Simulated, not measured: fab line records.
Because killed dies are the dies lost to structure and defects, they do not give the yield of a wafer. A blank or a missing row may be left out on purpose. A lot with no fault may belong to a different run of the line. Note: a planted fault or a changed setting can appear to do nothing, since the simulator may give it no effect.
Matching of chambers | flow n5 finfet | rie diel-03 running N5_BEOL_M3_STRIP_19: 4 sister chambers
The step strips in O2. 4 wafers are shown with their chamber, then 7 later ones without.

## WAFERS, EACH WITH ITS CHAMBER
wafer  | chamber | drypump motor current A (A)
L086.4 | 3       | 5.9
L087.2 | 1       | 6.1
L089.1 | 2       | 4.9
L089.2 | 0       | 6.7

## WAFERS WITH NO CHAMBER GIVEN
wafer  | drypump motor current A (A)
L089.6 | 4.9
L091.3 | 6.1
L091.4 | 4.9
L091.5 | 6.7
L092.1 | 4.8
L092.2 | 6.7
L092.5 | 4.8

## THE CHAMBER EACH PASSED THROUGH
wafer  | from the rows above | in truth
L089.6 | 2                   | 2
L091.3 | 1                   | 1
L091.4 | 2                   | 2
L091.5 | 0                   | 0
L092.1 | 2                   | 2
L092.2 | 0                   | 0
L092.5 | 2                   | 2
Placed correctly: 7 of 7. Not placeable from these rows: 0. 0 placed wrongly.
How it was worked out, from the rows above alone: a wafer's distance from a chamber is the root of the sum, over the readings, of the square of ((its reading less the chamber's mean) divided by the reading's scatter). The wafer belongs to the nearest chamber; if the next one is less than 2 further off, it can't be placed. The mean given for a chamber averages the wafers shown for that chamber. The scatter (one wafer shown for each chamber): square how far every hidden wafer sits from the nearest shown wafer, average those squares and take the square root.
